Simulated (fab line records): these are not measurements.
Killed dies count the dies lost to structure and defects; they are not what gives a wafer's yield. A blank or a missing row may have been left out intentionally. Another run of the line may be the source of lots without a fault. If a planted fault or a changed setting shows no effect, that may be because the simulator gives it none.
Chamber matching :: flow n5-finfet :: N5_BEOL_M4_ETCH_63 on rie-diel-02 has 4 sister chambers
The step etches SiARC in CF4, target depth 15.6 nm, time 26 s. 4 wafers are shown with their chamber, then 8 later ones without.

## WAFERS PAIRED WITH THEIR CHAMBERS
wafer: L082.4
chamber: 0
drypump-motor-current-A (A): 5.8

wafer: L088.6
chamber: 1
drypump-motor-current-A (A): 5.6

wafer: L089.5
chamber: 2
drypump-motor-current-A (A): 5.7

wafer: L092.1
chamber: 3
drypump-motor-current-A (A): 4.7

## WAFERS MISSING THEIR CHAMBER
wafer: L092.3
drypump-motor-current-A (A): 5.7

wafer: L092.6
drypump-motor-current-A (A): 4.7

wafer: L093.2
drypump-motor-current-A (A): 5.8

wafer: L093.4
drypump-motor-current-A (A): 4.8

wafer: L093.6
drypump-motor-current-A (A): 5.8

wafer: L096.1
drypump-motor-current-A (A): 5.6

wafer: L096.2
drypump-motor-current-A (A): 4.7

wafer: L096.6
drypump-motor-current-A (A): 4.7

## THE CHAMBER EACH PASSED THROUGH
wafer: L092.3
from the rows above: 2
in truth: 2

wafer: L092.6
from the rows above: 3
in truth: 3

wafer: L093.2
from the rows above: 0
in truth: 0

wafer: L093.4
from the rows above: 3
in truth: 3

wafer: L093.6
from the rows above: 0
in truth: 0

wafer: L096.1
from the rows above: 1
in truth: 1

wafer: L096.2
from the rows above: 3
in truth: 3

wafer: L096.6
from the rows above: 3
in truth: 3
Correct placement for 8 of the 8. Left unplaced by these rows: 0. Wrongly placed: 0.
How it was worked out, from the rows above alone: a wafer's distance from a chamber is the root of the sum, over the readings, of the square of ((its reading less the chamber's mean) divided by the reading's scatter). If the next closest chamber is less than 2 further off than the closest, the wafer can't be placed; otherwise it belongs to the closest. Each chamber's mean is taken over the wafers shown for it. The scatter: with one shown wafer a chamber, the root of the mean of the squares of how far each hidden wafer lies from its nearest shown one.
